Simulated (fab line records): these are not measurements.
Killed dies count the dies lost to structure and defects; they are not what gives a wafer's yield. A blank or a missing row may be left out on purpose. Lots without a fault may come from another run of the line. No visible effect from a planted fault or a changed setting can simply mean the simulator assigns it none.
Lot-split experiment || flow n5_finfet || 21 wafers read from 7 lots, route of 1938 steps

ABOUT THE SPLIT
At N5_BEOL_M10_ETCH_62 (etches SOC in N2/H2, target depth 110 nm, overetch 22 nm, time 165 s), the setting time_s was moved away from the recipe's 165 s on 2 of the 21 wafers read, by -20.3% to +16.2%. This setting was run at the recipe's value on the other wafers.

The split's own step is where the reading is taken.

THE READING
SiARC_of_BEOL_M10_COAT_60.thk_nm (the simulator's own value, which no gauge read), in nm, at N5_BEOL_M10_ETCH_62 (etches SOC in N2/H2, target depth 110 nm, overetch 22 nm, time 165 s). The file gives no usual value for it. Here, 19 wafers ran the recipe; their average is 23.6 nm with a standard deviation of 0.26 nm.

{"wafer": "L080.2", "tool, chamber at the split": "rie_diel-02, 2", "time_s as run, s": 165, "against the recipe": "recipe", "SiARC_of_BEOL_M10_COAT_60.thk_nm, nm": 23.6, "against lot-mates on the recipe": "-"}
{"wafer": "L080.3", "tool, chamber at the split": "rie_diel-02, 3", "time_s as run, s": 165, "against the recipe": "recipe", "SiARC_of_BEOL_M10_COAT_60.thk_nm, nm": 23.8, "against lot-mates on the recipe": "-"}
{"wafer": "L080.4", "tool, chamber at the split": "rie_diel-02, 1", "time_s as run, s": 165, "against the recipe": "recipe", "SiARC_of_BEOL_M10_COAT_60.thk_nm, nm": 23, "against lot-mates on the recipe": "-"}
{"wafer": "L085.3", "tool, chamber at the split": "rie_diel-03, 0,2", "time_s as run, s": 165, "against the recipe": "recipe", "SiARC_of_BEOL_M10_COAT_60.thk_nm, nm": 23.4, "against lot-mates on the recipe": "-"}
{"wafer": "L085.6", "tool, chamber at the split": "rie_diel-03, 0,2", "time_s as run, s": 165, "against the recipe": "recipe", "SiARC_of_BEOL_M10_COAT_60.thk_nm, nm": 23.4, "against lot-mates on the recipe": "-"}
{"wafer": "L085.5", "tool, chamber at the split": "rie_diel-03, 1", "time_s as run, s": 191.7, "against the recipe": "+16.2%", "SiARC_of_BEOL_M10_COAT_60.thk_nm, nm": 22.2, "against lot-mates on the recipe": -1.2}
{"wafer": "L088.2", "tool, chamber at the split": "rie_diel-03, 3,0,2", "time_s as run, s": 165, "against the recipe": "recipe", "SiARC_of_BEOL_M10_COAT_60.thk_nm, nm": 23.4, "against lot-mates on the recipe": "-"}
{"wafer": "L088.3", "tool, chamber at the split": "rie_diel-03, 3,0,2", "time_s as run, s": 165, "against the recipe": "recipe", "SiARC_of_BEOL_M10_COAT_60.thk_nm, nm": 23.4, "against lot-mates on the recipe": "-"}
{"wafer": "L088.5", "tool, chamber at the split": "rie_diel-03, 3,0,2", "time_s as run, s": 165, "against the recipe": "recipe", "SiARC_of_BEOL_M10_COAT_60.thk_nm, nm": 23.4, "against lot-mates on the recipe": "-"}
{"wafer": "L089.3", "tool, chamber at the split": "rie_diel-02, 2", "time_s as run, s": 165, "against the recipe": "recipe", "SiARC_of_BEOL_M10_COAT_60.thk_nm, nm": 23.6, "against lot-mates on the recipe": "-"}
{"wafer": "L089.4", "tool, chamber at the split": "rie_diel-02, 0", "time_s as run, s": 165, "against the recipe": "recipe", "SiARC_of_BEOL_M10_COAT_60.thk_nm, nm": 23.4, "against lot-mates on the recipe": "-"}
{"wafer": "L089.6", "tool, chamber at the split": "rie_diel-02, 3", "time_s as run, s": 131.5, "against the recipe": "-20.3%", "SiARC_of_BEOL_M10_COAT_60.thk_nm, nm": 25.2, "against lot-mates on the recipe": "+1.7"}
{"wafer": "L091.2", "tool, chamber at the split": "rie_diel-02, 2", "time_s as run, s": 165, "against the recipe": "recipe", "SiARC_of_BEOL_M10_COAT_60.thk_nm, nm": 23.8, "against lot-mates on the recipe": "-"}
{"wafer": "L091.6", "tool, chamber at the split": "rie_diel-02, 2", "time_s as run, s": 165, "against the recipe": "recipe", "SiARC_of_BEOL_M10_COAT_60.thk_nm, nm": 23.8, "against lot-mates on the recipe": "-"}
{"wafer": "L091.5", "tool, chamber at the split": "rie_diel-02, 3", "time_s as run, s": 165, "against the recipe": "recipe", "SiARC_of_BEOL_M10_COAT_60.thk_nm, nm": 24, "against lot-mates on the recipe": "-"}
{"wafer": "L090.1", "tool, chamber at the split": "rie_diel-02, 0", "time_s as run, s": 165, "against the recipe": "recipe", "SiARC_of_BEOL_M10_COAT_60.thk_nm, nm": 23.6, "against lot-mates on the recipe": "-"}
{"wafer": "L090.4", "tool, chamber at the split": "rie_diel-02, 0", "time_s as run, s": 165, "against the recipe": "recipe", "SiARC_of_BEOL_M10_COAT_60.thk_nm, nm": 23.4, "against lot-mates on the recipe": "-"}
{"wafer": "L090.5", "tool, chamber at the split": "rie_diel-02, 2", "time_s as run, s": 165, "against the recipe": "recipe", "SiARC_of_BEOL_M10_COAT_60.thk_nm, nm": 23.8, "against lot-mates on the recipe": "-"}
{"wafer": "L095.1", "tool, chamber at the split": "rie_diel-02, 3,2", "time_s as run, s": 165, "against the recipe": "recipe", "SiARC_of_BEOL_M10_COAT_60.thk_nm, nm": 24, "against lot-mates on the recipe": "-"}
{"wafer": "L095.4", "tool, chamber at the split": "rie_diel-02, 3,2", "time_s as run, s": 165, "against the recipe": "recipe", "SiARC_of_BEOL_M10_COAT_60.thk_nm, nm": 24, "against lot-mates on the recipe": "-"}
{"wafer": "L095.2", "tool, chamber at the split": "rie_diel-02, 0", "time_s as run, s": 165, "against the recipe": "recipe", "SiARC_of_BEOL_M10_COAT_60.thk_nm, nm": 23.6, "against lot-mates on the recipe": "-"}
When a row names more than one chamber, that row covers several wafers, and the file does not tell which wafer ran in which chamber.

THE FIT
A straight line over all 21 wafers: SiARC_of_BEOL_M10_COAT_60.thk_nm changes by -0.0818 nm for each +1% of time_s; r = -0.88; the points scatter about the line by 0.26 nm.
The same after taking each lot's own level away (the mean of its wafers on the recipe; 21 wafers): -0.08 nm for each +1%; r = -0.94; scatter 0.18 nm.
On that fit, the largest move of time_s shifts the reading by 1.6 nm.
Across the lots, their own levels run from 23.40 to 23.87 nm, a range of 1.8 times the standard deviation given above.
The two slopes agree, so the slope changes little with the lot-to-lot level.
Check: with one of the wafers moved furthest among these (-20.3%) left out of the fit, the line predicts +1.51 nm for it against its lot-mates. Against them it came out at +1.7 nm.

FURTHER SPLITS ON THESE WAFERS
Other splits were also applied to these wafers ahead of the reading. Each is held against what the fit with the lots' levels taken away leaves over:
{"other split on the same wafers": "N5_BEOL_M9_COAT_64 spin_rpm", "wafers away from the commonest value": 6, "r with SiARC_of_BEOL_M10_COAT_60.thk_nm (lot level and that fit taken away)": "+0.01"}
{"other split on the same wafers": "N5_BEOL_M9_COAT_75 time_s", "wafers away from the commonest value": 5, "r with SiARC_of_BEOL_M10_COAT_60.thk_nm (lot level and that fit taken away)": -0.12}
{"other split on the same wafers": "N5_BEOL_M10_COAT_05 spin_rpm", "wafers away from the commonest value": 8, "r with SiARC_of_BEOL_M10_COAT_60.thk_nm (lot level and that fit taken away)": -0.14}

FILE'S OWN FIT
SiARC_of_BEOL_M10_COAT_60.thk_nm changes by -0.08 nm for each +1% of time_s, r = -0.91.
